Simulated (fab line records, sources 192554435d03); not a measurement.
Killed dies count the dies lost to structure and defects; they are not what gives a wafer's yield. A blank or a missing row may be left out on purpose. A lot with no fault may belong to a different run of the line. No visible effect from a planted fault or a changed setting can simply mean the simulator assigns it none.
Matching of chambers + flow n5_finfet + pecvd-02 running N5_BEOL_M0_SAQP_ILD_DEP_01: 3 sister chambers
The step deposits SiOC from DEMS/O2, target thk 45.419 nm, time 8.7 s. 18 wafers are shown with their chamber, then 9 later ones without.

== WAFERS WITH THEIR CHAMBER ==
| wafer  | chamber | throttle_valve_pct (%) | heater_power_w (W) | showerhead_plenum_p_Torr (Torr) |
|--------|---------|------------------------|--------------------|---------------------------------|
| L078.3 | 2       | 12.2                   | 436                | 5.711                           |
| L078.5 | 0       | 13.0                   | 490                | 5.674                           |
| L078.6 | 2       | 12.0                   | 423                | 5.685                           |
| L084.1 | 1       | 11.9                   | 542                | 5.706                           |
| L084.5 | 2       | 12.5                   | 480                | 5.720                           |
| L084.6 | 0       | 13.0                   | 507                | 5.682                           |
| L085.2 | 0       | 12.8                   | 553                | 5.684                           |
| L085.3 | 2       | 12.1                   | 437                | 5.726                           |
| L085.5 | 0       | 12.9                   | 533                | 5.680                           |
| L086.1 | 0       | 13.2                   | 526                | 5.682                           |
| L086.5 | 1       | 12.0                   | 493                | 5.709                           |
| L086.6 | 0       | 13.3                   | 527                | 5.693                           |
| L087.1 | 0       | 12.9                   | 496                | 5.697                           |
| L087.2 | 1       | 11.7                   | 568                | 5.713                           |
| L087.3 | 2       | 12.0                   | 434                | 5.700                           |
| L087.4 | 0       | 13.1                   | 480                | 5.677                           |
| L087.5 | 2       | 12.3                   | 433                | 5.718                           |
| L087.6 | 1       | 12.1                   | 563                | 5.708                           |

SIGNATURES (means of the wafers above)
| reading                  | chamber 0 | chamber 1 | chamber 2 | scatter within a chamber |
|--------------------------|-----------|-----------|-----------|--------------------------|
| throttle_valve_pct       | 13.025    | 11.925    | 12.183    | 0.177                    |
| heater_power_w           | 514.00    | 541.50    | 440.50    | 25.6                     |
| showerhead_plenum_p_Torr | 5.68363   | 5.70900   | 5.71000   | 0.0103                   |
Rule: distance of a wafer from a chamber = root of the sum over the readings of ((wafer's reading minus chamber's mean) / reading's scatter) squared. The wafer belongs to the nearest chamber; if the next one is less than 2 further off, it can't be placed. The scatter: the root of (the sum of the squares of (reading less its chamber's mean) over the shown wafers, divided by (wafers less chambers)).

== WAFERS WITHOUT THEIR CHAMBER ==
| wafer  | throttle_valve_pct (%) | heater_power_w (W) | showerhead_plenum_p_Torr (Torr) |
|--------|------------------------|--------------------|---------------------------------|
| L094.2 | 13.1                   | 515                | 5.678                           |
| L094.4 | 12.1                   | 568                | 5.707                           |
| L094.5 | 13.1                   | 531                | 5.693                           |
| L095.2 | 13.0                   | 555                | 5.696                           |
| L095.3 | 12.4                   | 458                | 5.722                           |
| L095.4 | 12.0                   | 460                | 5.702                           |
| L096.2 | 12.0                   | 595                | 5.715                           |
| L096.3 | 13.1                   | 510                | 5.682                           |
| L096.6 | 13.1                   | 505                | 5.668                           |

== EACH ONE'S CHAMBER ==
| wafer  | from the rows above     | in truth |
|--------|-------------------------|----------|
| L094.2 | 0                       | 0        |
| L094.4 | 1                       | 1        |
| L094.5 | 0                       | 0        |
| L095.2 | 0                       | 0        |
| L095.3 | 2                       | 2        |
| L095.4 | can't be placed: 2 or 1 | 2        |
| L096.2 | 1                       | 1        |
| L096.3 | 0                       | 0        |
| L096.6 | 0                       | 0        |
8 of 9 placed correctly. Cannot be placed on the basis of these rows: 1; the candidates contain the true chamber in 1. Wrongly placed: 0.
